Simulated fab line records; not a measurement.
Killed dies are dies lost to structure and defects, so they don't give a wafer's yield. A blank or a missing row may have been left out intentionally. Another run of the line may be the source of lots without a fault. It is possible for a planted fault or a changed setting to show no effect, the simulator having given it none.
Which of the tools did it? -- flow n5 finfet -- Sampling: 11 lots, 33 wafers, 5 of 1938 route steps

WHAT EACH GAUGE READ, for each wafer
The record lacks any reading of a measuring or inspecting step that a usual standard deviation could be used to judge.

EACH LOT AND THE TOOL THAT RAN IT (in order: tool; ch and the chambers of the sampled wafers; start)
lot,N5_BEOL_M6_VIA_ETCH_34,N5_BEOL_M6_DEGAS_44,N5_BEOL_M7_HM_DEP_02,N5_BEOL_M7_COAT_59,N5_PASSIVATION_PROBE_49
L367,"rie diel-01 ch 1,2, day 8 16:29","pvd sputter-02, day 8 17:47","pvd sputter-01, day 8 21:00","litho track-03 ch 0, day 8 21:07",-
L369,"rie diel-03 ch 0,1,3, day 9 05:25","pvd sputter-02, day 9 06:12","pvd sputter-01, day 9 10:02","litho track-05 ch 0, day 9 10:09",-
L373,"rie diel-01 ch 0,1, day 10 04:24","pvd sputter-02, day 10 05:19","pvd sputter-03, day 10 09:04","litho track-03 ch 0, day 10 09:11","prober-01, day 13 23:08"
L377,"rie diel-04 ch 0,1,3, day 11 13:08","pvd sputter-02, day 11 14:25","pvd sputter-01, day 11 17:36","litho track-05 ch 0, day 11 17:44",-
L379,"rie diel-01 ch 2,3, day 11 14:40","pvd sputter-02, day 11 15:41","pvd sputter-01, day 11 18:38","litho track-03 ch 0, day 11 18:46",-
L378,"rie diel-01 ch 1,2,3, day 11 17:22","pvd sputter-01, day 11 18:12","pvd sputter-03, day 11 22:58","litho track-04 ch 0, day 11 23:05",-
L384,"rie diel-03 ch 0,2,3, day 13 08:56","pvd sputter-03, day 13 09:52","pvd sputter-02, day 13 12:51","litho track-05 ch 0, day 13 12:59",-
L386,"rie diel-01 ch 1,2, day 13 15:53","pvd sputter-01, day 13 17:14","pvd sputter-02, day 13 22:05","litho track-05 ch 0, day 13 22:13","prober-01, day 17 14:20"
L387,"rie diel-01 ch 0,1, day 14 01:38","pvd sputter-01, day 14 02:41","pvd sputter-02, day 14 05:43","litho track-05 ch 0, day 14 05:50",-
L390,"rie diel-04 ch 0,3, day 14 15:14","pvd sputter-01, day 14 17:58","pvd sputter-02, day 14 21:45","litho track-04 ch 0, day 14 21:53",-
L389,"rie diel-01 ch 0,2, day 14 15:35","pvd sputter-01, day 14 18:03","pvd sputter-02, day 14 21:57","litho track-05 ch 0, day 14 22:05","prober-01, day 18 10:55"
- N5_BEOL_M6_VIA_ETCH_34: etches SiCOH lowk in C4F6/O2, target depth 126.3 nm, time 50.9 s.
- N5_BEOL_M6_DEGAS_44: time 60 s.
- N5_BEOL_M7_HM_DEP_02: deposits TiN, target thk 20 nm.
- N5_BEOL_M7_COAT_59: time 60 s, resist thk 100 nm.
- N5_PASSIVATION_PROBE_49

AS READ BY THE TOOLS THEMSELVES (means over the sampled wafers that have a number; for cases with no such wafer, the mark the record gives instead)
N5_BEOL_M6_VIA_ETCH_34.
lot,tool,bias w (W),drypump motor current A (A),oes product au (a.u.),rf vpp V (V),showerhead plenum p Torr (Torr),throttle valve pct (%)
L367,rie diel-01,184.9,6.3,0.79,672,2.86,21.24
L369,rie diel-03,185.2,5.7,0.75,664,2.84,20.97
L373,rie diel-01,185.1,5.9,0.80,673,2.86,20.90
L377,rie diel-04,184.8,5.8,0.84,667,2.80,20.81
L379,rie diel-01,184.8,6.4,0.86,677,2.95,20.87
L378,rie diel-01,184.7,6.3,0.82,675,2.91,21.02
L384,rie diel-03,184.5,5.8,0.82,670,2.84,20.77
L386,rie diel-01,184.8,6.1,0.77,673,2.85,21.17
L387,rie diel-01,185.2,5.8,0.74,670,2.84,20.82
L390,rie diel-04,185.2,6.0,0.75,669,2.73,20.83
L389,rie diel-01,184.9,6.0,0.70,668,2.83,20.97

N5_BEOL_M6_DEGAS_44.
lot,tool,heater power w (W)
L367,pvd sputter-02,351
L369,pvd sputter-02,325
L373,pvd sputter-02,356
L377,pvd sputter-02,363
L379,pvd sputter-02,354
L378,pvd sputter-01,326
L384,pvd sputter-03,345
L386,pvd sputter-01,347
L387,pvd sputter-01,326
L390,pvd sputter-01,343
L389,pvd sputter-01,340

N5_BEOL_M7_HM_DEP_02.
lot,tool,chamber pressure pa (Pa),throttle valve pct (%)
L367,pvd sputter-01,0.5002,29.3
L369,pvd sputter-01,0.5002,29.0
L373,pvd sputter-03,0.4997,29.8
L377,pvd sputter-01,0.4982,30.4
L379,pvd sputter-01,0.5000,29.5
L378,pvd sputter-03,0.5004,29.4
L384,pvd sputter-02,0.4986,28.7
L386,pvd sputter-02,0.5002,28.8
L387,pvd sputter-02,0.4987,28.8
L390,pvd sputter-02,0.4993,28.9
L389,pvd sputter-02,0.5003,28.8

N5_BEOL_M7_COAT_59.
lot,tool,dispense pressure kPa (kPa),spin speed rpm (rpm)
L367,litho track-03,46,1499.3
L369,litho track-05,44,1500.9
L373,litho track-03,46,1500.6
L377,litho track-05,45,1500.3
L379,litho track-03,46,1500.1
L378,litho track-04,53,1499.2
L384,litho track-05,45,1500.2
L386,litho track-05,44,1394.0
L387,litho track-05,44,1393.9
L390,litho track-04,53,1499.5
L389,litho track-05,45,1393.9

N5_PASSIVATION_PROBE_49.
lot,tool,defect limited yield (%),killed_at_M0_to_M3,killed_at_M4_up,killed at contacts,killed at front end,killed at other,killed dies,killed open,killed short,sort_bin_5_function (%),sort_bin_6_memory (%),sort n pass,sort yield pct (%)
L373,prober-01,90.9,34,10,15,42,6.7,108,70,35,4.9,4.0,1072,90.9
L386,prober-01,91.9,29,13,8,41,5.0,96,62,33,5.1,2.7,1084,91.9
L389,prober-01,90.6,41,20,12,36,1.7,111,80,29,5.6,3.6,1069,90.6

THE ANSWER, worked out from the rows above alone
Rule: what is usual is taken from the lots themselves. Put in order of their means at a reading, lots are off if they are a third of the lots or fewer, leave a main group of 4 or more, and stand apart from it by a gap of 3 or more times the standard deviation of the main group's means; of several such gaps the widest counts. Not used: any main group whose means are identical at the precision the tables above print for the reading. Also off: a lot with no number at a reading for which 4 or more lots have one. Any other lot the step has rows for is counted as sound. Order of review: gauges by route order, followed by the tools' own readings, for which a lot's mean as printed above is used. At the first step where some lot is off, the reading lying furthest off is the one used; lots without a number count as furthest.
Off, at N5_BEOL_M7_COAT_59 on spin speed rpm: L386, L387, L389. For the main group the mean is 1500.0 rpm and the standard deviation 0.58.
A tool fits if, at that step or a process step before it, it ran every lot that is off, and no sound lot after the first of them. Can't be told from this: 2 tools fit, rie diel-01 at N5_BEOL_M6_VIA_ETCH_34, litho track-05 at N5_BEOL_M7_COAT_59.

WHAT THE SIMULATOR HAD INSERTED
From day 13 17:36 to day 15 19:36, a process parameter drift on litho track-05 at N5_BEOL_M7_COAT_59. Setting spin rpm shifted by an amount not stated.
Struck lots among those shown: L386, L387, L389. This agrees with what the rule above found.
